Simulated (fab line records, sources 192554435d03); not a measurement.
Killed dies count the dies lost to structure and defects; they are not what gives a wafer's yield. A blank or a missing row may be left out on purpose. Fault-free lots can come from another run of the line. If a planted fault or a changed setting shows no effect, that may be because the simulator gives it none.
Code-filled problem report in 8D (eight disciplines) form | flow n5_finfet | the parts of the form that need people (team, actions taken, sign-off) are left out

## 1. THE ISSUE
run_length_s at N5_BEOL_M2_CO_CAP_55 reads a mean of 84.2 s on 2 wafers of 2 lots; wafers without a fault read 124.8 s with a standard deviation of 0.54. Relative to the usual mean, that is a shift of -75 standard deviations.
The step: material Co, precursor CCTBA/H2, target thk 2 nm, time 102.1 s.
The first sign was on wafer L914.3 at day 10 14:35, on cvd_co-02. At this step, 31 wafers from 11 lots have a number in the record. By rule, "out" or "out of limits" means more than 4 standard deviations away from the usual mean. The other wafers with a number count as sound.

## 2. WHAT IT IS AND WHAT IT IS NOT
question                    | is                | is not
which readings at this step | run_length_s      | heater_power_w
which lots                  | L914, L916        | L902, L903, L906, L908, L909, L920, L922, L923, L924
which wafers of those lots  | L914.3, L916.4    | L914.5, L916.2
read on which tools         | cvd_co-02         | cvd_co-01
when                        | from day 10 14:35 | up to then (16 sound wafers); but 13 sound wafers of L916, L920, L922, L923, L924 came after

## 3. THE SUSPECTS, EACH WITH WHAT RULES IT OUT
Counting: a tool at a process step up to the reading stays a suspect if it ran every lot that is out. Sound lots after the first of them don't rule it out here, since some wafers of a struck lot are sound.
- cvd_co-02 at N5_BEOL_M2_CO_CAP_55 (material Co, precursor CCTBA/H2, target thk 2 nm, time 102.1 s): kept. Every lot that is out went through it, the first being L914 (day 10 14:35); the last sound lot it ran before that was L908 (day 8 16:15). Its own readings are out on those wafers: run_length_s.
After counting, what remains is cvd_co-02 at N5_BEOL_M2_CO_CAP_55.

## 4. THE CAUSE (what the simulator had put in)
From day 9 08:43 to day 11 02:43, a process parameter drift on cvd_co-02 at N5_BEOL_M2_CO_CAP_55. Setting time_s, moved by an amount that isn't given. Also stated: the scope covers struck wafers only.
This tool alone remained once counting was done.

## 5. THE EFFECT CHAIN, in route order
One row per reading whose mean, taken over the struck wafers that have a number, lies over 3 standard deviations from the usual. Only readings whose record carries a usual standard deviation are examined. hours: median over the lots of the time between each lot's start at the first step of this table that gives one and its start at this step. sigmas: the change, counted in usual standard deviations.
hours | step                 | reading      | usual   | on struck wafers | change | sigmas
0     | N5_BEOL_M2_CO_CAP_55 | run_length_s | 124.8 s | 84.2             | -40.6  | -75
The process steps in it:
- N5_BEOL_M2_CO_CAP_55: material Co, precursor CCTBA/H2, target thk 2 nm, time 102.1 s.
Later steps that measure or inspect, where all struck wafers having a row at the step show a number for every such reading and not one has moved that far: N5_BEOL_M2_INSPECT_59, N5_BEOL_M4_RC_MEAS_101.

## 6. HOW IT WOULD HAVE BEEN CAUGHT EARLIER
The fault began at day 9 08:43; the first out-of-limits reading in this record came at day 10 14:35, 30 hours later.
